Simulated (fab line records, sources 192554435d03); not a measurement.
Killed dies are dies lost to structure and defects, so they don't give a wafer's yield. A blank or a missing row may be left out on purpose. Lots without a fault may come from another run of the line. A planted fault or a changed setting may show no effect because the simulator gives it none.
Which tool did it? | flow n5_finfet | 12 lots, 33 wafers sampled, at 2 steps of a route of 1938

WHAT THE GAUGES READ, wafer by wafer
N5_BEOL_M15_RS_MEAS_54: measures by four-point-probe. Usual: M15_RS 0.0215 ohm/sq, standard deviation 0.00037.
lot  | measured     | on            | M15_RS (ohm/sq)      | flag
L498 | day 12 11:38 | film_metro-01 | 0.0214 0.0211 0.0210 |
L501 | day 13 13:05 | film_metro-01 | 0.0212 0.0210 0.0211 |
L504 | day 14 09:19 | film_metro-02 | 0.0217 0.0214        |
L505 | day 14 01:38 | film_metro-01 | 0.0217 0.0218        |
L506 | day 14 21:32 | film_metro-02 | 0.0217 0.0216 0.0213 |
L507 | day 15 11:02 | film_metro-02 | 0.0215 0.0211 0.0212 |
L508 | day 15 10:52 | film_metro-02 | 0.0217 0.0211        |
L509 | day 15 10:29 | film_metro-01 | 0.0215 0.0211 0.0216 |
L510 | day 15 23:40 | film_metro-01 | 0.0217 0.0212 0.0225 |
L512 | day 15 14:17 | film_metro-02 | 0.0217 0.0218 0.0219 |
L520 | day 17 19:25 | film_metro-02 | 0.0213 0.0223 0.0218 |
L519 | day 18 00:29 | film_metro-02 | 0.0215 0.0211 0.0215 |

WHICH TOOL RAN EACH LOT (tool, then ch and the chambers of the sampled wafers, then the start)
lot  | N5_GATE_CUT_ALD_22
L498 | ald_sin-04 ch 2,3, day 4 17:25
L501 | ald_sin-04 ch 0,3, day 5 11:07
L504 | ald_sin-01 ch 2,3, day 6 12:38
L505 | ald_sin-03 ch 0,2, day 6 15:09
L506 | ald_sin-01 ch 1,2,3, day 6 18:32
L507 | ald_sin-03 ch 1,2,3, day 7 08:11
L508 | ald_sin-03 ch 2, day 7 10:08
L509 | ald_sin-04 ch 0,1,3, day 7 16:16
L510 | ald_sin-03 ch 0,1,2, day 7 22:19
L512 | ald_sin-01 ch 2,3, day 8 06:12
L520 | ald_sin-03 ch 0,2, day 10 09:11
L519 | ald_sin-03 ch 2,3, day 10 10:39
- N5_GATE_CUT_ALD_22: deposits SiNx, target thk 16 nm, pulse time 1 s, ald cycles 320.

WHAT THE TOOLS THEMSELVES READ (means of the sampled wafers that have a number; where no wafer has one, the mark that the record gives instead)
N5_GATE_CUT_ALD_22. Usual: heater_power_w 830 W, standard deviation 74; precursor_pulse_height_rel 0.998, standard deviation 0.02; susceptor_temp_C 400.00 C, standard deviation 0.2.
lot  | tool       | heater_power_w (W) | precursor_pulse_height_rel | susceptor_temp_C (C) | flag
L498 | ald_sin-04 | 876                | 0.997                      | 400.03               |
L501 | ald_sin-04 | 838                | 1.005                      | 400.07               |
L504 | ald_sin-01 | 848                | 0.994                      | 400.18               |
L505 | ald_sin-03 | 876                | 0.984                      | 400.31               |
L506 | ald_sin-01 | 836                | 0.971                      | 399.80               |
L507 | ald_sin-03 | 829                | 0.989                      | 399.93               |
L508 | ald_sin-03 | 892                | 0.993                      | 399.88               |
L509 | ald_sin-04 | 817                | 1.005                      | 399.86               |
L510 | ald_sin-03 | 855                | 0.990                      | 399.84               |
L512 | ald_sin-01 | 903                | 0.993                      | 400.20               |
L520 | ald_sin-03 | 884                | 1.009                      | 399.83               |
L519 | ald_sin-03 | 804                | 0.995                      | 399.99               |

THE ANSWER, worked out from the rows above alone
Rule: a lot is off if the mean of its wafers that have a number lies more than 3 standard deviations from the usual mean. A lot without any number at a reading at which 4 lots or more have one is off too. The other lots that the step has rows for count as sound. The gauges are gone through in route order, then the tools' own readings, and for those a lot's mean is taken as printed above. The first step at which some lot is off is used, and at that step the reading that is off furthest; a lot without a number counts as furthest.
No lot is off at any reading shown: from this, nothing can be told.

WHAT THE SIMULATOR HAD PUT IN
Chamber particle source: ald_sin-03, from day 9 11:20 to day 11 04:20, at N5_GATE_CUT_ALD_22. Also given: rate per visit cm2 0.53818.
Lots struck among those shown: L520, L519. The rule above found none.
